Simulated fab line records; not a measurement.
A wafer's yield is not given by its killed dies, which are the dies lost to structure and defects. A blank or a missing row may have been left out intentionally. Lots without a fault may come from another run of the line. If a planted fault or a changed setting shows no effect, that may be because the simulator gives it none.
Chamber matching || flow n5Finfet || rieDiel-02 running N5_SDB_DESCUM_16: 4 sister chambers
The step chemistry O2, time 7.9 s. 8 wafers are shown with their chamber, then 12 later ones without.

WAFERS, EACH WITH ITS CHAMBER
{"wafer": "L080.2", "chamber": 1, "drypumpMotorCurrentA (A)": 5.9, "showerheadPlenumPTorr (Torr)": 2.19}
{"wafer": "L085.6", "chamber": 0, "drypumpMotorCurrentA (A)": 6.1, "showerheadPlenumPTorr (Torr)": 2.01}
{"wafer": "L088.1", "chamber": 2, "drypumpMotorCurrentA (A)": 5.6, "showerheadPlenumPTorr (Torr)": 2.05}
{"wafer": "L088.2", "chamber": 0, "drypumpMotorCurrentA (A)": 6.2, "showerheadPlenumPTorr (Torr)": 2.01}
{"wafer": "L088.3", "chamber": 3, "drypumpMotorCurrentA (A)": 6.5, "showerheadPlenumPTorr (Torr)": 2.08}
{"wafer": "L089.1", "chamber": 1, "drypumpMotorCurrentA (A)": 5.9, "showerheadPlenumPTorr (Torr)": 2.18}
{"wafer": "L089.3", "chamber": 2, "drypumpMotorCurrentA (A)": 5.6, "showerheadPlenumPTorr (Torr)": 2.05}
{"wafer": "L089.4", "chamber": 3, "drypumpMotorCurrentA (A)": 6.5, "showerheadPlenumPTorr (Torr)": 2.08}

WAFERS MISSING THEIR CHAMBER
{"wafer": "L090.2", "drypumpMotorCurrentA (A)": 5.6, "showerheadPlenumPTorr (Torr)": 2.05}
{"wafer": "L090.3", "drypumpMotorCurrentA (A)": 6.5, "showerheadPlenumPTorr (Torr)": 2.08}
{"wafer": "L090.5", "drypumpMotorCurrentA (A)": 5.9, "showerheadPlenumPTorr (Torr)": 2.18}
{"wafer": "L091.3", "drypumpMotorCurrentA (A)": 6.1, "showerheadPlenumPTorr (Torr)": 2.01}
{"wafer": "L091.4", "drypumpMotorCurrentA (A)": 6.5, "showerheadPlenumPTorr (Torr)": 2.08}
{"wafer": "L091.6", "drypumpMotorCurrentA (A)": 6.5, "showerheadPlenumPTorr (Torr)": 2.08}
{"wafer": "L094.1", "drypumpMotorCurrentA (A)": 5.6, "showerheadPlenumPTorr (Torr)": 2.05}
{"wafer": "L094.2", "drypumpMotorCurrentA (A)": 5.9, "showerheadPlenumPTorr (Torr)": 2.18}
{"wafer": "L094.3", "drypumpMotorCurrentA (A)": 6.5, "showerheadPlenumPTorr (Torr)": 2.07}
{"wafer": "L096.2", "drypumpMotorCurrentA (A)": 6.1, "showerheadPlenumPTorr (Torr)": 2.00}
{"wafer": "L096.3", "drypumpMotorCurrentA (A)": 6.5, "showerheadPlenumPTorr (Torr)": 2.07}
{"wafer": "L096.5", "drypumpMotorCurrentA (A)": 5.9, "showerheadPlenumPTorr (Torr)": 2.18}

THE CHAMBER EACH PASSED THROUGH
{"wafer": "L090.2", "from the rows above": 2, "in truth": 2}
{"wafer": "L090.3", "from the rows above": 3, "in truth": 3}
{"wafer": "L090.5", "from the rows above": 1, "in truth": 1}
{"wafer": "L091.3", "from the rows above": 0, "in truth": 0}
{"wafer": "L091.4", "from the rows above": 3, "in truth": 3}
{"wafer": "L091.6", "from the rows above": 3, "in truth": 3}
{"wafer": "L094.1", "from the rows above": 2, "in truth": 2}
{"wafer": "L094.2", "from the rows above": 1, "in truth": 1}
{"wafer": "L094.3", "from the rows above": 3, "in truth": 3}
{"wafer": "L096.2", "from the rows above": 0, "in truth": 0}
{"wafer": "L096.3", "from the rows above": 3, "in truth": 3}
{"wafer": "L096.5", "from the rows above": 1, "in truth": 1}
12 of 12 placed correctly. Not placeable from these rows: 0. Number placed wrongly: 0.
How it was worked out, from the rows above alone: a wafer's distance from a chamber is the root of the sum, over the readings, of the square of ((its reading less the chamber's mean) divided by the reading's scatter). The wafer belongs to the nearest chamber; if the next one is less than 2 further off, it can't be placed. A chamber's mean is the mean of its shown wafers. How the scatter is found: for the shown wafers, subtract from each reading the mean of its chamber, square and add these, divide the total by (wafers less chambers), then take the root.
